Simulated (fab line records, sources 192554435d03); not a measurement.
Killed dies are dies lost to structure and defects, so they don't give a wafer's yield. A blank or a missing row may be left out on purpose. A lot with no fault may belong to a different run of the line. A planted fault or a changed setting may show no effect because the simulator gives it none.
fab line records    flow n5Finfet
[record] lots = 10  wafers = 30  lastDay = 17
route steps=1938 shown HKMG_FIN@399 BEOL_M4@1111 PASSIVATION@1936
lots with no fault: from the same line, run without faults
startH: hours from the record's opening day to when the first of the lot's shown wafers began    waitH: how many hours have passed since the lot's step before this one    " same as the row above    L1.1+2: one row covering several wafers at once    - either no value or no given start    * or withheld: withheld    < > ~ a bound
route shown NAME@n: NAME is a module with steps in the file, n the number in the route of the first one    usual: mean/standard deviation of fault-free wafers    same: alike in all rows    chamber/n: place in a boat    sites: readings site by site    _std_site: standard deviation of those values    _edge_site: the outer-site mean with the inner-site mean subtracted    radiusMm: how far each site lies from the wafer's centre    mask NAME#n: copy n    behind: the most recent tool/chamber to have shaped the wafer    hold: what put the lot on hold/how long, in hours/how the hold closed    device: whichever transistor did not switch (one of n, p or np)    end of line: the same wafers' tests at the end of the route    a step given without rows: its recipe and nothing more    killed: dies lost to structure and defects at the first sort, not the wafer's yield    map: the dies of a wafer, with x for killed, . for not killed, _ for no die there
set.NAME: the run value of the setting; set.NAME@STEP: its run value at that earlier step    model.NAME: the simulator's own value behind a step, which no gauge read
the route's steps for a sample of lots (tables are steps, rows are wafers)
services: the hour from which a tool's chamber was out of use, counted from the record's first day as startH (under 0 if before that day), plus the number of hours and why
[[steps]]
[step N5_HKMG_FIN_OVL_MEAS_50]
[recipe] pointsPerWafer = 44
[usual] NDIPOLE_OVL = -0.1/0.65
lot.wafer  tool        chamber  startH  waitH  NDIPOLE_OVL[nm]
L993.2     overlay-01  0        82.19   0.0    0.5
L993.3     "           0        "       "      -0.1
L993.5     "           0        "       "      -0.7
L995.1     overlay-02  0        110.79  0.0    0.4
L995.3     "           0        "       "      -0.3
L995.4     "           0        "       "      -0.4
L997.2     overlay-02  0        113.65  0.0    -0.5
L997.3     "           0        "       "      -1.3
L997.6     "           0        "       "      -0.5
L999.2     overlay-01  0        118.13  0.0    -0.7
L999.4     "           0        "       "      -0.2
L999.5     "           0        "       "      0.1
L102.1     overlay-02  0        134.80  0.0    -0.3
L102.2     "           0        "       "      -0.9
L102.3     "           0        "       "      -0.9
L103.4     overlay-02  0        151.01  0.0    0.6
L103.5     "           0        "       "      0.3
L103.6     "           0        "       "      0.4
L106.3     overlay-01  0        162.26  0.0    -0.3
L106.4     "           0        "       "      -1.4
L106.5     "           0        "       "      -0.2
L110.1     overlay-02  0        187.22  0.0    -0.2
L110.3     "           0        "       "      0.3
L110.6     "           0        "       "      -0.9
L111.1     overlay-02  0        193.65  0.0    0.1
L111.2     "           0        "       "      0.1
L111.3     "           0        "       "      1.6
L112.2     overlay-01  0        198.00  0.0    0.2
L112.3     "           0        "       "      0.0
L112.6     "           0        "       "      1.3
[step N5_HKMG_FIN_INSPECT_61]
[recipe] mode = adi  inspectInstrument = macro
[usual] rawDefectCount = 2.2/1.4
lot.wafer  tool              chamber  startH  waitH  rawDefectCount
L993.2     defectInspect-02  -        82.22   0.0    1
L993.3     "                 -        "       "      0
L993.5     "                 -        "       "      1
L995.1     defectInspect-01  -        110.81  0.0    4
L995.3     "                 -        "       "      2
L995.4     "                 -        "       "      1
L997.2     defectInspect-01  -        113.68  0.0    3
L997.3     "                 -        "       "      4
L997.6     "                 -        "       "      3
L999.2     defectInspect-01  -        118.16  0.0    2
L999.4     "                 -        "       "      1
L999.5     "                 -        "       "      3
L102.1     defectInspect-01  -        134.82  0.0    2
L102.2     "                 -        "       "      0
L102.3     "                 -        "       "      0
L103.4     defectInspect-02  -        151.03  0.0    2
L103.5     "                 -        "       "      2
L103.6     "                 -        "       "      3
L106.3     defectInspect-01  -        162.29  0.0    2
L106.4     "                 -        "       "      2
L106.5     "                 -        "       "      3
L110.1     defectInspect-02  -        187.24  0.0    0
L110.3     "                 -        "       "      2
L110.6     "                 -        "       "      0
L111.1     defectInspect-02  -        193.68  0.0    2
L111.2     "                 -        "       "      2
L111.3     "                 -        "       "      1
L112.2     defectInspect-02  -        198.03  0.0    0
L112.3     "                 -        "       "      2
L112.6     "                 -        "       "      3
[step N5_HKMG_FIN_ETCH_54]
[recipe] chemistry = CF4  target = SiARC  targetDepthA = 455  maskMaterial = CAR-ArF  timeS = 75.8  ionEnergyEv = 80  pressureMtorr = 40  sourceW = 545  biasW = 36  Ar_flow_sccm = 100  cf4FlowSccm = 100  ends = cleared
[usual] biasW = 35.99/0.11  cf4FlowSccm = 100.00/0.3  drypumpMotorCurrentA = 5.5/0.39  etchRfOnTimeS = 75.4/1  oesProductAu = 0.69/0.071  rfVppV = 184.7/1.1  showerheadPlenumPTorr = 2.18/0.055  throttleValvePct = 15.59/0.21
lot.wafer  tool        chamber  startH  waitH  biasW  cf4FlowSccm  drypumpMotorCurrentA  etchRfOnTimeS  oesProductAu  rfHoursCounterH  rfVppV  showerheadPlenumPTorr  throttleValvePct
L993.2     rieDiel-01  2        82.46   0.0    36.05  99.95        6.1                   74.3           0.81          16               187.3   2.27                   15.25
L993.3     "           0        "       "      36.00  99.93        5.2                   74.4           0.79          28               185.9   2.27                   15.30
L993.5     "           3        "       "      35.78  99.84        5.7                   74.8           0.81          -                181.4   2.10                   15.34
L995.1     rieDiel-02  0        110.88  0.0    36.00  99.70        5.7                   75.2           0.61          201              184.7   2.21                   16.01
L995.3     "           1        "       "      36.13  99.78        4.6                   75.2           0.72          72               184.5   2.16                   15.74
L995.4     "           2        "       "      35.78  100.55       5.5                   76.5           0.64          153              185.6   2.14                   15.49
L997.2     rieDiel-01  3        113.95  0.0    35.93  99.85        5.7                   74.5           0.80          16               183.5   2.10                   15.36
L997.3     "           1        "       "      35.93  99.75        5.9                   75.7           0.60          199              185.6   2.21                   15.65
L997.6     "           2        "       "      36.12  100.04       6.1                   74.6           0.79          -                185.6   2.27                   15.28
L999.2     rieDiel-01  2        118.25  0.0    35.98  99.84        6.1                   74.5           0.78          28               185.3   2.26                   15.28
L999.4     "           1        "       "      35.97  100.27       5.9                   75.6           0.60          202              185.7   2.21                   15.68
L999.5     "           0        "       "      35.93  100.14       5.3                   74.7           0.77          -                185.9   2.27                   15.32
L102.1     rieDiel-02  2        134.89  0.0    35.99  100.05       5.5                   76.4           0.63          164              182.1   2.13                   15.51
L102.2     "           1        "       "      35.96  100.48       4.7                   76.0           0.71          83               187.0   2.16                   15.76
L102.3     "           0        "       "      36.04  100.04       5.6                   74.1           0.61          206              184.5   2.20                   15.99
L103.4     rieDiel-02  1        151.10  0.0    35.95  99.73        4.7                   75.7           0.72          85               184.8   2.16                   15.78
L103.5     "           0        "       "      35.99  100.42       5.7                   74.1           0.61          -                185.3   2.20                   16.02
L103.6     "           1        "       "      35.92  99.81        4.7                   75.8           0.71          -                184.4   2.16                   15.76
L106.3     rieDiel-04  0        162.38  0.0    35.78  100.07       5.7                   76.7           0.61          216              185.0   2.12                   15.82
L106.4     "           3        "       "      35.93  100.41       5.6                   75.1           0.73          44               184.3   2.17                   15.53
L106.5     "           1        "       "      36.07  99.61        5.4                   74.3           0.77          -                183.9   2.10                   15.48
L110.1     rieDiel-01  1        187.31  0.0    -      -            -                     -              -             -                -       -                      -
L110.3     "           3        "       "      -      -            -                     -              -             -                -       -                      -
L110.6     "           3        "       "      -      -            -                     -              -             -                -       -                      -
L111.1     rieDiel-01  1        193.75  0.0    -      -            -                     -              -             -                -       -                      -
L111.2     "           3        "       "      -      -            -                     -              -             -                -       -                      -
L111.3     "           0        "       "      -      -            -                     -              -             -                -       -                      -
L112.2     rieDiel-04  2        198.10  0.0    -      -            -                     -              -             -                -       -                      -
L112.3     "           3        "       "      -      -            -                     -              -             -                -       -                      -
L112.6     "           0        "       "      -      -            -                     -              -             -                -       -                      -
[step N5_HKMG_FIN_STRIP_93]
[recipe] chemistry = N2/H2  material = SOC  timeS = 20  powerW = 500  tempC = 40  pressureMtorr = 50  rfFrequencyHz = 6e+07  biasPowerW = 8  h2Frac = 0.5  n2FlowSccm = 300  h2FlowSccm = 300
[usual] drypumpMotorCurrentA = 5.5/0.39  oesProductAu = 0.81/0.084  rfVppV = 54.2/0.86  showerheadPlenumPTorr = 3.42/0.088  throttleValvePct = 18.9/0.31
lot.wafer  tool        chamber  startH  waitH  drypumpMotorCurrentA  oesProductAu  rfHoursCounterH  rfVppV  showerheadPlenumPTorr  throttleValvePct
L993.2     rieDiel-01  2        83.15   0.2    6.1                   0.95          16               54.4    3.56                   18.6
L993.3     "           0        "       "      5.3                   0.93          28               54.1    3.56                   18.7
L993.5     "           3        "       "      5.7                   0.96          -                54.0    3.30                   18.6
L995.1     rieDiel-02  0        111.58  0.2    5.7                   0.72          201              55.7    3.48                   19.6
L995.3     "           1        "       "      4.7                   0.84          73               55.7    3.40                   19.0
L995.4     "           2        "       "      5.5                   0.74          154              54.5    3.35                   18.7
L997.2     rieDiel-01  3        114.64  0.2    5.7                   0.93          17               53.1    3.30                   18.6
L997.3     "           1        "       "      5.9                   0.70          200              54.5    3.46                   19.2
L997.6     "           2        "       "      6.1                   0.92          -                53.7    3.56                   18.6
L999.2     rieDiel-01  2        118.95  0.2    6.1                   0.92          28               55.8    3.56                   18.6
L999.4     "           1        "       "      5.9                   0.70          202              53.6    3.46                   19.2
L999.5     "           0        "       "      5.3                   0.90          -                54.4    3.55                   18.7
L102.1     rieDiel-02  2        135.58  0.2    5.5                   0.74          165              53.5    3.34                   18.7
L102.2     "           1        "       "      4.7                   0.84          84               55.0    3.39                   19.1
L102.3     "           0        "       "      5.7                   0.72          207              54.1    3.47                   19.6
L103.4     rieDiel-02  1        151.79  0.2    4.7                   0.84          86               54.5    3.39                   19.1
L103.5     "           0        "       "      5.7                   0.72          -                53.6    3.47                   19.6
L103.6     "           1        "       "      4.7                   0.83          -                55.1    3.39                   19.1
L106.3     rieDiel-04  0        163.07  0.2    5.8                   0.71          216              54.1    3.32                   18.8
L106.4     "           1        "       "      5.4                   0.91          -                54.9    3.29                   19.2
L106.5     "           3        "       "      5.6                   0.88          -                55.3    3.41                   18.9
L110.1     rieDiel-01  1        188.01  0.2    5.9                   0.69          223              54.0    3.45                   19.3
L110.3     "           3        "       "      5.7                   0.88          44               54.3    3.28                   18.7
L110.6     "           3        "       "      5.7                   0.88          -                52.7    3.28                   18.6
L111.1     rieDiel-01  1        194.44  0.2    5.9                   0.69          225              56.0    3.45                   19.3
L111.2     "           3        "       "      5.7                   0.87          47               54.0    3.28                   18.7
L111.3     "           0        "       "      5.3                   0.86          65               53.5    3.54                   18.8
L112.2     rieDiel-04  2        198.79  0.2    5.4                   0.86          73               53.9    3.41                   19.1
L112.3     "           3        "       "      5.6                   0.85          57               53.3    3.40                   18.9
L112.6     "           0        "       "      5.8                   0.70          -                53.9    3.31                   18.8
[step N5_BEOL_M4_RC_MEAS_101]
[usual] DIBL_N = 36.2/1.2  DIBL_P = 36.3/1.3  IOFF_N = 0.155/0.019  IOFF_P = 0.210/0.029  ION_N = 677/8.6  ION_P = 465/6.8  SS_N = 71.4/0.48  SS_P = 73.2/0.53  VT_N = 249.9/2.4  VT_P = -250/3.2
lot.wafer  tool       chamber  startH  waitH  DIBL_N[mV/V]  DIBL_P[mV/V]  IOFF_N[nA/um]  IOFF_P[nA/um]  ION_N[uA/um]  ION_P[uA/um]  SS_N[mV/dec]  SS_P[mV/dec]  VT_N[mV]  VT_P[mV]
L993.2     prober-02  0        164.57  0.2    35.9          36.3          0.161          0.233          680           471           71.5          73.6          247.7     -247
L993.3     "          0        "       "      35.5          36.4          0.155          0.227          690           476           70.4          72.9          246.8     -247
L993.5     "          0        "       "      35.7          36.2          0.155          0.229          681           472           70.8          73.7          246.7     -248
L995.1     prober-02  0        199.88  0.0    35.7          36.0          0.144          0.215          671           463           71.6          73.4          251.6     -249
L995.3     "          0        "       "      37.4          38.4          0.182          0.245          678           469           70.9          74.0          246.6     -247
L995.4     "          0        "       "      37.0          37.4          0.166          0.222          666           464           71.0          73.7          249.5     -248
L997.2     prober-02  0        216.28  0.2    35.7          36.7          0.176          0.239          682           470           71.8          72.9          251.2     -250
L997.3     "          0        "       "      34.8          35.9          0.147          0.219          680           474           70.9          74.0          250.3     -252
L997.6     "          0        "       "      33.7          34.1          0.128          0.190          681           467           70.7          73.0          250.1     -250
L999.2     prober-02  0        233.38  0.2    35.4          35.1          0.155          0.235          679           473           71.8          73.3          247.3     -246
L999.4     "          0        "       "      36.1          35.5          0.165          0.245          683           477           71.8          73.4          248.0     -244
L999.5     "          0        "       "      35.5          35.5          0.158          0.257          671           474           71.6          73.4          248.7     -244
L102.1     prober-01  0        253.57  0.0    35.5          35.8          0.165          0.222          687           467           71.0          73.1          245.4     -249
L102.2     "          0        "       "      37.7          37.8          0.204          0.267          678           470           71.8          73.8          246.3     -248
L102.3     "          0        "       "      35.9          35.3          0.152          0.218          678           469           71.9          73.3          252.4     -250
L103.4     prober-01  0        261.68  0.5    35.9          36.1          0.138          0.197          662           462           71.7          73.6          251.8     -250
L103.5     "          0        "       "      34.9          34.8          0.127          0.173          664           461           71.5          72.1          252.5     -252
L103.6     "          0        "       "      37.9          38.3          0.181          0.234          681           466           72.2          73.4          248.7     -250
L106.3     prober-01  0        265.65  0.3    37.0          37.8          0.187          0.269          680           469           71.5          74.1          245.6     -244
L106.4     "          0        "       "      36.3          37.1          0.175          0.266          696           479           71.9          73.7          247.8     -247
L106.5     "          0        "       "      36.7          37.1          0.172          0.257          686           478           71.8          73.1          245.8     -246
[step N5_PASSIVATION_PROBE_49]
[usual] defectLimitedYield = 91.2/1.4  killed_at_M0_to_M3 = 34/10  killed_at_M4_up = 13/5.1  killedAtContacts = 12/6.5  killedAtFrontEnd = 41/11  killedAtOther = 4/3.3  killedDies = 104/16  killedOnRim = 14/3.9  killedOpen = 69/13  killedShort = 33/7  sort_bin_5_function = 5.1/0.91  sort_bin_6_memory = 3.3/0.69  sortNPass = 1076/16  sortYieldPct = 91.2/1.4
[same] grossDies = 1180  killedAtBackSide = 0  sort_bin_4_leakage[%] = 0  sort_bin_8_speed[%] = 0
lot.wafer  tool       chamber  startH  waitH  defectLimitedYield[%]  killed_at_M0_to_M3  killed_at_M4_up  killedAtContacts  killedAtFrontEnd  killedAtOther  killedDies  killedOnRim  killedOpen  killedShort  sort_bin_5_function[%]  sort_bin_6_memory[%]  sortNPass  sortYieldPct[%]
L110.1     prober-01  -        386.73  0.0    0                      18                  6                5                 1150              1              1180        152          58          30           96.8                    2.8                   0          0
L110.3     prober-01  -        386.83  0.1    0                      20                  10               7                 1141              2              1180        152          66          29           95.7                    4.0                   0          0
L110.6     prober-01  -        386.98  0.3    0                      20                  12               3                 1144              1              1180        152          54          36           96.2                    3.3                   0          0
L112.2     prober-01  -        410.40  0.1    0                      56                  15               14                1093              2              1180        152          79          45           95.0                    4.3                   0          0
L112.3     prober-01  -        410.45  0.1    0                      45                  6                8                 1120              1              1180        152          83          24           96.3                    3.5                   0          0
L112.6     prober-01  -        410.60  0.3    0                      39                  12               11                1116              2              1180        152          75          37           95.9                    3.9                   0          0
L111.1     prober-02  -        410.58  0.0    0                      23                  6                9                 1136              6              1180        152          54          29           96.7                    3.3                   0          0
L111.2     prober-02  -        410.63  0.1    0                      28                  12               6                 1133              1              1180        152          68          25           97.2                    2.5                   0          0
L111.3     prober-02  -        410.68  0.1    0                      38                  12               1                 1128              1              1180        152          46          30           97.5                    2.4                   0          0
// killed by level:class
L110.1 HKMG_FIN:areaEtch=1092 STI_FIN_REVEAL:geometricParticle:open=19 FIN_SAQP:geometricParticle:short=9 FIN_SAQP:geometricParticle:open=8 STI_FIN_REVEAL:geometricParticle:short=8 MOL_CONTACT_COAG:geometricParticle:open=5 STARTING-WAFER:geometricParticle:open=5 DUMMY_GATE:geometricParticle:open=4
L110.3 HKMG_FIN:areaEtch=1085 FIN_SAQP:geometricParticle:open=16 STI_FIN_REVEAL:geometricParticle:open=11 FIN_SAQP:geometricParticle:short=10 MOL_CONTACT_COAG:geometricParticle:open=7 BEOL_M2:geometricParticle:open=6 DUMMY_GATE:geometricParticle:open=5 BEOL_M3:geometricParticle:open=4
L110.6 HKMG_FIN:areaEtch=1090 FIN_SAQP:geometricParticle:short=14 BEOL_M2:geometricParticle:open=10 FIN_SAQP:geometricParticle:open=9 STI_FIN_REVEAL:geometricParticle:open=9 BEOL_M5:geometricParticle:open=7 STI_FIN_REVEAL:geometricParticle:short=5 DUMMY_GATE:geometricParticle:open=4
L112.2 HKMG_FIN:areaEtch=1056 BEOL_M0_SAQP:geometricParticle:open=15 FIN_SAQP:geometricParticle:short=14 MOL_CONTACT_COAG:geometricParticle:open=14 BEOL_M3:geometricParticle:open=13 BEOL_M0_SAQP:geometricParticle:short=12 FIN_SAQP:geometricParticle:open=10 BEOL_M4:geometricParticle:open=7
L112.3 HKMG_FIN:areaEtch=1073 STI_FIN_REVEAL:geometricParticle:open=23 BEOL_M3:geometricParticle:open=16 BEOL_M0_SAQP:geometricParticle:open=12 MOL_CONTACT_COAG:geometricParticle:open=8 BEOL_M0_SAQP:geometricParticle:short=8 DUMMY_GATE:geometricParticle:open=6 STARTING-WAFER:geometricParticle:open=4
L111.1 HKMG_FIN:areaEtch=1097 STI_FIN_REVEAL:geometricParticle:open=19 MOL_CONTACT_COAG:geometricParticle:open=9 FIN_SAQP:geometricParticle:open=6 BEOL_M0_SAQP:geometricParticle:short=5 BEOL_M3:geometricParticle:short=5 BEOL_M0_SAQP:geometricParticle:open=4 MIM_TOP:geometricParticle:short=4
L112.6 HKMG_FIN:areaEtch=1068 STI_FIN_REVEAL:geometricParticle:open=17 FIN_SAQP:geometricParticle:short=11 MOL_CONTACT_COAG:geometricParticle:open=10 BEOL_M0_SAQP:geometricParticle:open=8 BEOL_M3:geometricParticle:open=7 BEOL_M0_SAQP:geometricParticle:short=6 BEOL_M2:geometricParticle:open=6
L111.2 HKMG_FIN:areaEtch=1086 STI_FIN_REVEAL:geometricParticle:open=14 FIN_SAQP:geometricParticle:open=10 BEOL_M0_SAQP:geometricParticle:open=9 BEOL_M0_SAQP:geometricParticle:short=8 BEOL_M4:geometricParticle:open=8 MOL_CONTACT_COAG:geometricParticle:open=6 BEOL_M1:geometricParticle:open=6
L111.3 HKMG_FIN:areaEtch=1102 BEOL_M0_SAQP:geometricParticle:short=17 STI_FIN_REVEAL:geometricParticle:open=15 BEOL_M0_SAQP:geometricParticle:open=10 BEOL_M1:geometricParticle:open=6 BEOL_M4:geometricParticle:open=5 BEOL_M4:geometricParticle:short=5 STI_FIN_REVEAL:geometricParticle:short=2
[[services]]
tool        chamber  startH  hours  kind
rieDiel-04  -        89.16   0.4    repair
rieDiel-02  0        113.52  7.3    repair
rieDiel-01  1        136.85  10.3   repair
rieDiel-02  1        137.28  9.5    repair
rieDiel-04  3        144.66  14.2   repair
rieDiel-02  -        159.50  1.4    repair
rieDiel-01  0        183.85  7.7    repair
rieDiel-02  3        195.74  3.8    repair
[[key]]
[firstSign] step = N5_HKMG_FIN_ETCH_54  reading = toolRecord  direction = missing
[effect] step = N5_PASSIVATION_PROBE_49  reading = sort_bin_5_function  direction = up  sigmas = 99+  usual = 5.1  struck = 96.4
[moreKillsBornAt] N5_HKMG_FIN_ETCH_54@rieDiel-01 = 6552  N5_HKMG_FIN_ETCH_54@rieDiel-04 = 3197
metAt N5_HKMG_FIN_ETCH_54
struckLots L110,L111,L112
laterRowsLeftOut L110.1,L110.3,L110.6,L111.1,L111.2,L111.3,L112.2,L112.3,L112.6
notActingAt N5_HKMG_FIN_OVL_MEAS_50,N5_HKMG_FIN_INSPECT_61,N5_HKMG_FIN_STRIP_93
onsetBetween 162.38 187.31
[fault] kind = skippedStepWhole  tool = rieDiel-01,rieDiel-04  chamber = -  onsetH = 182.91  steps = N5_HKMG_FIN_ETCH_54  scope = struckLotsOnly
// laterRowsLeftOut: the simulator's readings of these wafers behind a module that went badly wrong aren't trusted and aren't shown, but for the sort
